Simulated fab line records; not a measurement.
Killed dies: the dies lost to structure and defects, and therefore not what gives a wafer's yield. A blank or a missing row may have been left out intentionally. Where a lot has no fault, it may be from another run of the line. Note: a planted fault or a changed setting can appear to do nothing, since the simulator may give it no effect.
fab line records	flow n5Finfet
[record] lots = 7	wafers = 39
route steps=1938 shown BEOL_M12@1616 BEOL_M14@1762 TV_OPEN@1890
startH: hours from the record's first day to the start of the lot's first wafer shown	waitH: hours elapsed since this lot's preceding step	" unchanged from the row above	L1.1+2: a single row standing in for several wafers	- no value, or no start given	* or withheld: withheld	< > ~ a bound
route shown NAME@n: names a module that has steps shown in the file, with the first one's number in the route	usual: mean/standard deviation of fault-free wafers	same: alike in all rows	chamber/n: place in a boat	sites: the reading at each site	_std_site: the standard deviation of these	_edge_site: inner sites' mean taken away from outer sites' mean	radiusMm: for every site, how far away it sits from the centre of the wafer	mask NAME#n: copy n	behind: the last tool/chamber to shape the wafer	hold: cause of the lot's hold/its duration in hours/its outcome	device: whichever transistor did not switch (one of n, p or np)	end of line: the route-end tests of the same wafers	a step without rows: its recipe alone	killed: count of dies lost to structure and defects at first sort (not the wafer's yield)	map: a wafer's dies, x killed, . not, _ none there
set.NAME: the setting that was run; set.NAME@STEP: the one run at that earlier step	model.NAME: the simulator's own value behind a step, which no gauge read
one table per step and one row per wafer, for lots whose settings were changed on purpose
[[steps]]
[step N5_BEOL_M12_ETCH_59]
[recipe] chemistry = N2/H2	target = BARC	targetDepthA = 890	overetchA = 267	timeS = 67.9	ionEnergyEv = 200	pressureMtorr = 30	sourceW = 840	biasW = 150	n2FlowSccm = 200	h2FlowSccm = 200
lot.wafer	tool	chamber	startH	waitH	set.targetDepthA	model.etch.depthNm	model.coat_of_BEOL_M12_COAT_04.thkNm
L074.1	rieDiel-02	3	221.17	0.0	1192	89.28	305
L074.2	"	0	"	"	1192	89.29	297.2
L074.3	"	1	"	"	1192	89.32	302.4
L074.4	"	3	"	"	890	89.09	321
L074.5	"	1	"	"	890	89.04	319.2
L074.6	"	0	"	"	890	89.26	315.2
L081.1	rieDiel-01	2	276.80	0.0	1374	89.11	288.2
L081.2	"	3	"	"	890	89.1	316.4
L081.3	"	1	"	"	1374	89.29	292.8
L081.4	"	0	"	"	1374	88.96	291.6
L081.5	"	0	"	"	890	89.11	317
L081.6	"	3	"	"	890	89.03	317
L082.1	rieDiel-04	0	289.32	0.0	541.9	81.8	337
L082.2	"	1	"	"	541.9	81.01	336.4
L082.3	"	2	"	"	890	89.53	318.8
L082.4	"	1	"	"	890	89.54	317.8
L082.5	"	2	"	"	541.9	81.17	338
L082.6	"	0	"	"	890	89.29	319.6
L085.1	rieDiel-01	2	300.75	0.0	1088	89.56	306.4
L085.2	"	1	"	"	1088	89.36	311
L085.3	"	0	"	"	890	89.71	322.2
L085.4	"	3	"	"	1088	89.66	307.6
L085.5	"	0	"	"	890	89.52	322.2
L085.6	"	1	"	"	890	89.38	323.2
L089.1	rieDiel-01	2	336.19	0.0	373.6	64.25	347.2
L089.2	"	3	"	"	890	89.19	319.2
L089.3	"	0	"	"	890	89.4	319.8
L089.4	"	1	"	"	373.6	62.12	348.2
L089.5	"	3	"	"	890	89.12	318.2
L089.6	"	0	"	"	373.6	61.94	348.2
L092.1	rieDiel-04	1	348.90	0.0	890	88.93	316.2
L092.2	"	3	"	"	890	89.09	311.8
L092.3	"	2	"	"	890	88.88	318.6
L093.1	rieDiel-01	1	360.96	0.0	890	89.5	322
L093.2	"	3	"	"	890	89.16	318
L093.3	"	0	"	"	890	89.24	320.2
L093.4	"	2	"	"	890	89.53	316.4
L093.5	"	3	"	"	890	89.31	319
L093.6	"	2	"	"	890	89.52	316.8
[step N5_BEOL_M12_VIA_ETCH_16]
[recipe] chemistry = C4F8/O2/Ar	target = SiOC	pressureMtorr = 30	sourceW = 3000	biasW = 700	Ar_flow_sccm = 400	C4F8_flow_sccm = 15	O2_flow_sccm = 8	heInnerTorr = 15	heOuterTorr = 30	targetDepthA = 7248	timeS = withheld	ionEnergyEv = 250	ends = cleared
lot.wafer	tool	chamber	startH	waitH	set.targetDepthA@BEOL_M12_ETCH_59	model.coat_of_BEOL_M12_COAT_04.thkNm
L074.1	rieDiel-02	3	221.22	0.0	1192	111.6
L074.2	"	0	"	"	1192	109
L074.3	"	1	"	"	1192	114.2
L074.4	"	3	"	"	890	127.2
L074.5	"	1	"	"	890	128
L074.6	"	0	"	"	890	123.2
L081.1	rieDiel-01	2	276.85	0.0	1374	90.8
L081.2	"	3	"	"	890	119.8
L081.3	"	1	"	"	1374	101.4
L081.4	"	0	"	"	1374	92
L081.5	"	0	"	"	890	115.8
L081.6	"	3	"	"	890	121
L082.1	rieDiel-04	0	289.37	0.0	541.9	149.8
L082.2	"	1	"	"	541.9	146.6
L082.3	"	2	"	"	890	126.6
L082.4	"	1	"	"	890	125.8
L082.5	"	2	"	"	541.9	147.6
L082.6	"	0	"	"	890	123.6
L085.1	rieDiel-01	2	300.80	0.0	1088	111
L085.2	"	1	"	"	1088	115
L085.3	"	0	"	"	890	127
L085.4	"	3	"	"	1088	107.6
L085.5	"	0	"	"	890	124
L085.6	"	1	"	"	890	123.6
L089.1+4	rieDiel-01	2,1	336.24	0.0	373.6	151.2
L089.2	"	3	"	"	890	129.6
L089.3	"	0	"	"	890	128.4
L089.5	"	3	"	"	890	125
L089.6	"	0	"	"	373.6	152.4
L092.1	rieDiel-04	1	348.95	0.0	890	121
L092.2	"	3	"	"	890	119.4
L092.3	"	2	"	"	890	125.6
L093.1	rieDiel-01	1	361.01	0.0	890	133
L093.2	"	3	"	"	890	128.6
L093.3	"	0	"	"	890	127.4
L093.4	"	2	"	"	890	122.6
L093.5	"	3	"	"	890	121.8
L093.6	"	2	"	"	890	124.4
[step N5_BEOL_M12_STRIP_63]
[recipe] chemistry = N2/H2	powerW = 1000	tempC = 250	h2Frac = 0.65	overashFraction = 0.3	pressureMtorr = 1000	n2FlowSccm = 1750	h2FlowSccm = 3250
[usual] stripTimeToEndpointS = 42.6/1.1
lot.wafer	tool	chamber	startH	waitH	set.targetDepthA@BEOL_M12_ETCH_59	stripTimeToEndpointS
L074.1	plasmaAsher-01	1	221.42	-	1192	39.4
L074.2	"	0	"	"	1192	38.7
L074.3	"	0	"	"	1192	40.1
L074.4	"	1	"	"	890	43.6
L074.5	"	1	"	"	890	43.8
L074.6	"	0	"	"	890	42.5
L081.1	plasmaAsher-01	0	277.05	-	1374	33.6
L081.2	"	1	"	"	890	41.6
L081.3	"	0	"	"	1374	36.6
L081.4	"	1	"	"	1374	34.0
L081.5	"	1	"	"	890	40.5
L081.6	"	0	"	"	890	41.9
L082.1	plasmaAsher-01	1	289.57	-	541.9	49.6
L082.2	"	0	"	"	541.9	48.8
L082.3	"	0	"	"	890	43.5
L082.4	"	1	"	"	890	43.2
L082.5	"	0	"	"	541.9	49.1
L082.6	"	1	"	"	890	42.6
L085.1	plasmaAsher-02	1	301.00	-	1088	39.2
L085.2	"	0	"	"	1088	40.3
L085.3	"	1	"	"	890	43.6
L085.4	"	0	"	"	1088	38.3
L085.5	"	0	"	"	890	42.8
L085.6	"	1	"	"	890	42.7
L089.1	plasmaAsher-01	0	336.44	-	373.6	50.0
L089.2	"	1	"	"	890	44.2
L089.3	"	1	"	"	890	44.0
L089.4	"	0	"	"	373.6	50.0
L089.5	"	1	"	"	890	43.0
L089.6	"	0	"	"	373.6	50.3
L092.1	plasmaAsher-01	1	349.15	-	890	42.0
L092.2	"	0	"	"	890	41.5
L092.3	"	0	"	"	890	43.2
L093.1	plasmaAsher-02	1	361.21	-	890	45.1
L093.2	"	0	"	"	890	44.0
L093.3	"	1	"	"	890	43.7
L093.4	"	0	"	"	890	42.4
L093.5	"	0	"	"	890	42.2
L093.6	"	1	"	"	890	42.9
[step N5_BEOL_M14_SPUTTER_43]
[recipe] material = TaN	targetThkA = 150	tempC = 50	biasV = 168.6	powerW = 15000	chamberPressurePa = 0.12	timeS = 24.19
lot.wafer	tool	chamber	startH	waitH	set.targetThkA	model.TaN_of_BEOL_M14_SPUTTER_43.thkNm
L074.1+2+6	pvdSputter-02	-	246.38	0.0	150	15
L074.3	"	-	"	"	199.4	19.8
L074.4+5	"	-	"	"	199.4	19.6
L081.1	pvdSputter-02	-	300.37	0.0	150	15
L081.2	"	-	"	"	150	15.4
L081.3+4+5	"	-	"	"	238.2	24
L081.6	"	-	"	"	150	15.2
L082.1+2+3+5+6	pvdSputter-03	-	304.57	0.0	150	15.4
L082.4	"	-	"	"	150	15.2
L085.1	pvdSputter-03	-	314.52	0.0	150	15
L085.2+5+6	"	-	"	"	197.1	20
L085.3	"	-	"	"	150	15.2
L085.4	"	-	"	"	150	15.4
L089.1	pvdSputter-01	-	355.04	0.0	94.6	9.2
L089.2	"	-	"	"	94.6	9.4
L089.3	"	-	"	"	94.6	8.8
L089.4	"	-	"	"	150	15
L089.5	"	-	"	"	150	14.6
L089.6	"	-	"	"	150	14.8
L092.1	pvdSputter-01	-	368.70	0.0	150	15
L092.2	"	-	"	"	150	15.2
L092.3	"	-	"	"	150	15.4
L093.1+3	pvdSputter-03	-	386.51	0.0	150	15
L093.2+4	"	-	"	"	181.7	18
L093.5	"	-	"	"	181.7	18.2
L093.6	"	-	"	"	150	14.8
[step N5_BEOL_M14_SPUTTER_44]
[recipe] material = Ta	targetThkA = 150	tempC = 50	biasV = 80	powerW = 15000	chamberPressurePa = 0.07	timeS = 24.19
[step N5_BEOL_M14_SPUTTER_45]
[recipe] material = Cu	targetThkA = 1000	tempC = -20	biasV = 60	powerW = 26000	chamberPressurePa = 0.13	timeS = 16.67
[step N5_BEOL_M14_ECD_47]
[recipe] material = Cu	targetThkA = 12480
[step N5_BEOL_M14_ANNEAL_48]
[recipe] tempC = 225	timeS = 90	ambient = N2
[step N5_BEOL_M14_CMP_49]
[recipe] stopOn = SiO2	tOverpolishS = 5.2	downForcePsi = 2	platenRpm = 80	clearingPlatenDownForcePsi = 2	clearingPlatenRpm = 80	postCmpClean = cuAlkaline	targetThkNm = 560	clearingPlatenPadVelocityMS = 1.5917	padVelocityMS = 1.5917
[usual] barrierFieldEndpointS = 11.5/0.34
lot.wafer	tool	chamber	startH	waitH	set.targetThkA@BEOL_M14_SPUTTER_43	barrierFieldEndpointS
L074.3	cmp-03	3	247.15	0.2	199.4	13.3
L074.4	"	0	"	"	199.4	12.8
L074.2	"	1	"	"	150	11.6
L074.1	"	2	"	"	150	11.0
L074.6	"	3	"	"	150	11.3
L074.5	"	0	"	"	199.4	12.7
L081.1	cmp-04	2	301.13	0.3	150	11.2
L081.2	"	3	"	"	150	11.1
L081.3	"	0	"	"	238.2	15.3
L081.4	"	1	"	"	238.2	15.0
L081.5	"	2	"	"	238.2	15.2
L081.6	"	3	"	"	150	11.0
L082.3	cmp-04	3	307.37	0.2	150	11.2
L082.4	"	0	"	"	150	11.9
L082.2	"	1	"	"	150	11.8
L082.1	"	2	"	"	150	11.7
L082.5	"	3	"	"	150	11.4
L082.6	"	0	"	"	150	11.9
L085.3	cmp-03	3	315.64	0.2	150	11.3
L085.1	"	0	"	"	150	11.1
L085.4	"	1	"	"	150	11.8
L085.2	"	2	"	"	197.1	13.0
L085.6	"	3	"	"	197.1	13.3
L085.5	"	0	"	"	197.1	13.0
L089.3	cmp-04	2	356.01	0.2	94.6	8.9
L089.2	"	3	"	"	94.6	9.0
L089.4	"	0	"	"	150	11.7
L089.1	"	1	"	"	94.6	9.0
L089.5	"	2	"	"	150	11.0
L089.6	"	3	"	"	150	10.7
L092.2	cmp-01	1	369.61	0.2	150	11.7
L092.3	"	2	"	"	150	12.1
L092.1	"	3	"	"	150	11.9
L093.2	cmp-03	1	387.33	0.2	181.7	13.2
L093.1	"	2	"	"	150	11.2
L093.4	"	3	"	"	181.7	13.0
L093.3	"	0	"	"	150	11.5
L093.5	"	1	"	"	181.7	13.4
L093.6	"	2	"	"	150	11.5
[step N5_PASSIVATION_ETCH_15]
[recipe] chemistry = CF4/N2	target = SiCN	targetDepthA = 750	taperDeg = 2	timeS = 81.2	ionEnergyEv = 150	maskMaterial = SiNx	pressureMtorr = 40	sourceW = 430	biasW = 70	Ar_flow_sccm = 100	cf4FlowSccm = 60	n2FlowSccm = 60
lot.wafer	tool	chamber	startH	waitH	set.targetDepthA	model.etch.depthNm
L074.1	rieDiel-06	1	-	-	750	63.75
L074.2	"	0	"	"	548.7	45.19
L074.3	"	3	"	"	750	64.8
L074.4	"	2	"	"	548.7	47.47
L074.5	"	2	"	"	750	64.23
L074.6	"	1	"	"	548.7	46.91
L081.1	rieDiel-03	2	-	-	750	62.14
L081.2	"	3	"	"	750	65.98
L081.3	"	0	"	"	750	63.12
L081.4	"	2	"	"	1033	86.07
L081.5	"	3	"	"	1033	91.01
L081.6	"	0	"	"	1033	86.57
L082.1	rieDiel-06	0	-	-	750	62.58
L082.2	"	2	"	"	750	65.42
L082.3	"	1	"	"	750	65.39
L082.4	"	1	"	"	626.7	54.78
L082.5	"	0	"	"	626.7	51.9
L082.6	"	2	"	"	626.7	54.49
L085.1	rieDiel-05	0	-	-	750	68.75
L085.2	"	2	"	"	750	63.71
L085.3	"	3	"	"	750	67
L085.4	"	1	"	"	750	64.34
L085.5	"	1	"	"	750	64.45
L085.6	"	2	"	"	750	63.94
L089.1	rieDiel-05	2	-	-	750	64.63
L089.2	"	1	"	"	750	64.67
L089.3	"	0	"	"	750	68.89
L089.4	"	3	"	"	750	67.72
L089.5	"	0	"	"	750	69.23
L089.6	"	3	"	"	750	67.39
L092.1	rieDiel-03	2	-	-	750	62.19
L092.2	"	3	"	"	750	65.89
L092.3	"	1	"	"	750	64.65
L093.1	rieDiel-06	3	-	-	750	66.35
L093.2	"	1	"	"	750	67.28
L093.3	"	0	"	"	750	64.72
L093.4	"	2	"	"	750	64.96
L093.5	"	3	"	"	750	66.4
L093.6	"	0	"	"	750	64.41
[[key]]
[split] step = N5_BEOL_M12_ETCH_59	setting = targetDepthA	stated = 890	by = wafer
[response] step = N5_BEOL_M12_ETCH_59	reading = model.etch.depthNm	shape = bent	atLowest = 62.77	atStated = 89.27	atHighest = 89.12
[response] step = N5_BEOL_M12_ETCH_59	reading = model.coat_of_BEOL_M12_COAT_04.thkNm	change = -0.494	per = 1%	r = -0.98
[response] step = N5_BEOL_M12_VIA_ETCH_16	reading = model.coat_of_BEOL_M12_COAT_04.thkNm	change = -0.462	per = 1%	r = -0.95
[response] step = N5_BEOL_M12_STRIP_63	reading = stripTimeToEndpointS	change = *	per = 1%	r = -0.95
[split] step = N5_BEOL_M14_SPUTTER_43	setting = targetThkA	stated = 150	by = wafer
[response] step = N5_BEOL_M14_SPUTTER_43	reading = model.TaN_of_BEOL_M14_SPUTTER_43.thkNm	change = +0.15	per = 1%	r = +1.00
[response] step = N5_BEOL_M14_CMP_49	reading = barrierFieldEndpointS	change = +0.0632	per = 1%	r = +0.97
[split] step = N5_PASSIVATION_ETCH_15	setting = targetDepthA	stated = 750	by = wafer
[response] step = N5_PASSIVATION_ETCH_15	reading = model.etch.depthNm	change = +0.648	per = 1%	r = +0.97
